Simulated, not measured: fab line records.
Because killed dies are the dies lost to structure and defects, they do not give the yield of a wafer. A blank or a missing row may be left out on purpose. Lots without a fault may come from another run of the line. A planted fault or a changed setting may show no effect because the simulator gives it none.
Code-filled problem report in 8D (eight disciplines) form :: flow nand-harc :: the parts of the form that need people (team, actions taken, sign-off) are left out

1. THE ISSUE
At NHARC_END_SORT_01, killed-at-other averages 61.3 over 9 wafers from 3 lots, while fault-free wafers read 0.8, standard deviation 1.1. Measured from the usual mean, that is +55 standard deviations.
The first sign was on wafer L246.2 at day 30 13:25, on prober-01. The record has a number at this step for 12 wafers belonging to 4 lots. By rule, "out" or "out of limits" means more than 4 standard deviations away from the usual mean. The other wafers with a number count as sound.

2. WHAT IT IS, WHAT IT ISN'T
question: which readings at this step
is: killed-at-other
is not: killed-at-array, killed-at-periphery, killed-open

question: which lots
is: L246, L247, L249
is not: L243

question: which wafers of those lots
is: all that have a number
is not: -

question: read on which gauges
is: prober-01, prober-02
is not: -

question: when
is: from day 30 13:25
is not: up to then (3 sound wafers)

3. THE SUSPECTS, EACH WITH WHAT RULES IT OUT
Counting: a tool stays on the suspect list if, at a process step up to the reading, it processed all lots that are out and no sound lot following the first of them.
- ruled out: the gauge at NHARC_END_SORT_01. Those wafers that are out were read across 2 gauges (prober-01, prober-02).
- pvd-sputter-03 at NHARC_THIN_TSV_PVD_51 (deposits Cu, target thk 100 nm): kept. Every lot that is out went through it, starting with L246 (day 30 00:40), and after that it ran no sound lot; the last sound lot it ran before then is L243 (day 28 19:52).
After counting, what remains is pvd-sputter-03 at NHARC_THIN_TSV_PVD_51.

4. THE CAUSE (what the simulator had put in)
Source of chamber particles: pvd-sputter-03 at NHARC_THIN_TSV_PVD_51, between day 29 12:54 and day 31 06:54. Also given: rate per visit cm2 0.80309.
After counting, this tool was the only one left.

5. THE CHAIN OF EFFECTS, in route order
Each row: a reading whose mean over the struck wafers that have a number lies more than 3 standard deviations from the usual. Only readings for which the record gives a usual standard deviation are gone through. hours: the time from each lot's start at the first step in this table that gives one to its start at this step, as a median over the lots. sigmas: the change in usual standard deviations.
hours: 0
step: NHARC_END_SORT_01
reading: killed-at-other
usual: 0.8
on struck wafers: 61.3
change: +60.5
sigmas: +55

6. HOW IT WOULD HAVE BEEN CAUGHT EARLIER
In this record the first reading out of limits at a measuring or inspecting step was taken at day 30 13:25, 25 hours after the fault began at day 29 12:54.
Of the tool readings at NHARC_THIN_TSV_PVD_51 for which the record gives a usual standard deviation, none was out on any struck wafer, so an alarm limit of 4 standard deviations on them would not have fired.
Of the lots that are out (3), L249, L247 began NHARC_THIN_TSV_PVD_51 on pvd-sputter-03 after day 30 13:25. A hold on the tool at that time would have spared those 2.
